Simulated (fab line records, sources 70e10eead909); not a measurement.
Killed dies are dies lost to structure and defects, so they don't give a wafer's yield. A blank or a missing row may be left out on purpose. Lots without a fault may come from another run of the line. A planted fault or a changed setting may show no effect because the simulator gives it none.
Chamber matching | flow nand_harc | NHARC_P_M1_PRE_CLEAN_32 on pecvd-01: 3 sister chambers
The step time 12 s. 16 wafers are shown with their chamber, then 8 later ones without.

WAFERS WITH THEIR CHAMBER
wafer  | chamber | heater_power_w (W)
L074.1 | 1       | 634
L074.5 | 1       | 631
L074.6 | 2       | 592
L078.2 | 0       | 689
L078.4 | 2       | 620
L078.5 | 1       | 621
L077.2 | 0       | 683
L077.3 | 1       | 677
L077.4 | 0       | 704
L079.1 | 0       | 684
L079.4 | 2       | 641
L079.5 | 1       | 651
L080.3 | 0       | 680
L080.5 | 1       | 679
L080.6 | 2       | 650
L085.1 | 1       | 630

SIGNATURES (means of the wafers above)
reading        | chamber 0 | chamber 1 | chamber 2 | scatter within a chamber
heater_power_w | 688.00    | 646.14    | 625.75    | 20.9
Rule: a wafer's distance from a chamber is the root of the sum, over the readings, of the square of ((its reading less the chamber's mean) divided by the reading's scatter). The wafer belongs to the nearest chamber; if the next one is less than 2 further off, it can't be placed. The scatter: the root of (the sum of the squares of (reading less its chamber's mean) over the shown wafers, divided by (wafers less chambers)).

WAFERS WITHOUT THEIR CHAMBER
wafer  | heater_power_w (W)
L085.3 | 592
L085.4 | 603
L091.3 | 607
L091.4 | 597
L091.6 | 602
L096.1 | 632
L096.4 | 608
L096.6 | 626

WHICH CHAMBER EACH WENT THROUGH
wafer  | from the rows above     | in truth
L085.3 | can't be placed: 2 or 1 | 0
L085.4 | can't be placed: 2 or 1 | 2
L091.3 | can't be placed: 2 or 1 | 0
L091.4 | can't be placed: 2 or 1 | 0
L091.6 | can't be placed: 2 or 1 | 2
L096.1 | can't be placed: 2 or 1 | 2
L096.4 | can't be placed: 2 or 1 | 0
L096.6 | can't be placed: 2 or 1 | 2
Placed correctly: 0 of 8. Can't be placed from these rows: 8 (the true chamber is among the candidates in 4). Placed wrongly: 0.
